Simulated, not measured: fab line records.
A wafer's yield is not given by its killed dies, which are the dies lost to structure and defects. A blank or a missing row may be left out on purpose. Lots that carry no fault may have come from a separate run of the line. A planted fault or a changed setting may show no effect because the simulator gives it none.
What tool caused it? / flow n5_finfet / 12 lots, 36 wafers sampled, at 1 step of a route of 1938

## WHAT THE GAUGES SHOWED, per wafer
N5_BEOL_M11_INSPECT_30: inspects for defects (brightfield).
lot=L075; measured=day 11 08:22; on=defect_inspect-01; raw_defect_count=342 471 529
lot=L078; measured=day 11 15:41; on=defect_inspect-02; raw_defect_count=449 333 407
lot=L081; measured=day 12 00:41; on=defect_inspect-02; raw_defect_count=375 409 449
lot=L080; measured=day 12 08:58; on=defect_inspect-01; raw_defect_count=343 389 371
lot=L082; measured=day 12 15:43; on=defect_inspect-02; raw_defect_count=417 493 331
lot=L085; measured=day 13 08:44; on=defect_inspect-02; raw_defect_count=358 331 492
lot=L086; measured=day 14 01:20; on=defect_inspect-02; raw_defect_count=479 499 618
lot=L087; measured=day 14 20:22; on=defect_inspect-02; raw_defect_count=463 390 437
lot=L090; measured=day 15 02:02; on=defect_inspect-01; raw_defect_count=345 433 453
lot=L094; measured=day 15 03:38; on=defect_inspect-01; raw_defect_count=464 405 611
lot=L095; measured=day 16 14:53; on=defect_inspect-01; raw_defect_count=407 464 512
lot=L096; measured=day 17 19:39; on=defect_inspect-01; raw_defect_count=399 460 343

## EACH LOT AND THE TOOL THAT RAN IT (in order: tool; ch and the chambers of the sampled wafers; start)
No process step before these readings appears in the record.

## THE ANSWER, worked out from the rows above alone
Rule: usual is defined by the lots themselves. Put in order of their means at a reading, lots are off if they are a third of the lots or fewer, leave a main group of 4 or more, and stand apart from it by a gap of 3 or more times the standard deviation of the main group's means; of several such gaps the widest counts. The tables above print the reading to a certain number of digits; a main group whose means all agree to those digits is not used. A lot without any number at a reading at which 4 lots or more have one is off too. Any other lot the step has rows for is counted as sound.
No lot is off on any of the readings shown, so nothing can be concluded from this.

## WHAT WAS PUT IN BY THE SIMULATOR
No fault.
